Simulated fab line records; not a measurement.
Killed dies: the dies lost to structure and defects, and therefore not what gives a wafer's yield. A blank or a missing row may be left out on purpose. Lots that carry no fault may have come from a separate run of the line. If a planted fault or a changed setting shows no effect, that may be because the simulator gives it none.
Comparing a struck lot with a sound one -- flow n5Finfet -- 34 steps out of a route of 1938
Sound: these wafers, L695.3, L695.4, L695.5. The struck wafers were L701.2, L701.4, L701.5. The cause is named last.
Order at every step that has rows: each side's tool, ch and its chambers, its first start. Under that, the readings that differ: sound wafers -- struck wafers -- difference of the means -- sigmas: that difference in standard deviations of wafers without a fault.
alike: same words and numbers on both sides, and readings whose means sit less than 2 such deviations apart. not compared: any withheld reading, any reading some wafer has no value for, any bound like >300 that may hide the same value, and any number with overlapping values for which the record gives no deviation.
The two part at a step that has a row with sigmas, a row that says differs or no value, or rows on one side only. Numbers that have no deviation but don't overlap get no sigmas and don't part them. Lack of a reading on every wafer of one side parts them only where that side has two or more wafers.

first, 9 steps without rows for these wafers: N5_BEOL_M10_EBR_24; N5_BEOL_M10_SOFTBAKE_23 (time 60 s); N5_BEOL_M10_EXPOSE_25 (exposes mask V9); N5_BEOL_M10_PEB_26 (peb time 60 s); N5_BEOL_M10_DEVELOP_27 (develop time 30 s); N5_BEOL_M10_DESCUM_33 (chemistry O2, time 7.9 s); N5_BEOL_M10_ETCH_65 (etches SiARC in CF4, target depth 39 nm, time 65 s); N5_BEOL_M10_ETCH_66 (etches SOC in N2/H2, target depth 120 nm, overetch 24 nm, time 180 s); N5_BEOL_M10_STRIP_69 (strips in N2/H2).
N5_BEOL_M10_VIA_ETCH_34: etches SiCOH lowk in C4F6/O2, target depth 184.5 nm, time 69.2 s.
  sound on rieDiel-03 ch 0,2,3, day 11 06:59; struck on rieDiel-03 ch 0,1,2, day 12 23:04
  alike: drypumpMotorCurrentA, oes_ar_750_au, oes_f_703_au, oesProductAu, rfFwdPowerW, rfVppV, showerheadPlenumPTorr, throttleValvePct
  not compared: rfHoursCounterH
then, 23 steps without rows for these wafers: N5_BEOL_M10_STRIP_73 (strips in C4F6/O2); N5_BEOL_M10_STRIP_36 (strips in N2/H2); N5_BEOL_M10_TRENCH_ETCH_37 (etches SiCOH lowk in C4F6/O2, target depth 148.83 nm, time 48 s); N5_BEOL_M10_ETCH_41 (etches SiCN in CH3F/O2, target depth 42.6 nm, time 86 s); N5_BEOL_M10_STRIP_77 (strips in N2/H2, time 10 s); N5_BEOL_M10_HM_STRIP_39 (strips TiN in peroxide tin strip, target depth 25 nm, time 158 s); N5_BEOL_M10_SRD_40 (time 30 s); N5_BEOL_M10_PRECLEAN_42 (cleans in residue remover, time 60 s); N5_BEOL_M10_SRD_43 (time 30 s); N5_BEOL_M10_CURE_72 (cures SiCOH lowk, time 120 s); N5_BEOL_M10_DEGAS_44 (time 60 s); N5_BEOL_M10_PRE_CLEAN_45 (time 30 s); N5_BEOL_M10_ALD_74 (deposits TaN, target thk 2 nm, pulse time 2 s, purge time 3 s); N5_BEOL_M10_SURFACE_TREAT_76; N5_BEOL_M10_CVD_75 (deposits Co from CCTBA/H2, target thk 2 nm, time 138.9 s); N5_BEOL_M10_SPUTTER_48 (material Cu, target thk 12 nm, time 2 s); N5_BEOL_M10_ECD_50 (material Cu, target thk 318 nm); N5_BEOL_M10_ANNEAL_51 (time 90 s); N5_BEOL_M10_CMP_52 (polishes, stops on SiCOH lowk, t overpolish 7 s, target thk 140 nm); N5_BEOL_M10_PRE_CLEAN_55 (time 15 s); N5_BEOL_M10_DEP_56 (deposits SiCN from 3MS/NH3, target thk 15 nm, time 26.5 s); N5_BEOL_M11_ILD_DEP_00 (deposits SiCOH lowk from DEMS/porogen, target thk 308.51 nm, time 58 s); N5_BEOL_M11_CURE_71 (cures SiCOH lowk, time 240 s).
-- a jump in the record: the struck wafers' starts before and after are 2 days apart (it breaks off in module BEOL_M11 and resumes in module PASSIVATION, where the first step shown is number 1936 of the route) --
N5_PASSIVATION_PROBE_49:
  the record has rows for the struck wafers here (prober-01, day 15 01:22) and none for the sound ones

## WHERE THEY PART
Only at N5_PASSIVATION_PROBE_49, as far as this record shows.

WHY: what the simulator had put in
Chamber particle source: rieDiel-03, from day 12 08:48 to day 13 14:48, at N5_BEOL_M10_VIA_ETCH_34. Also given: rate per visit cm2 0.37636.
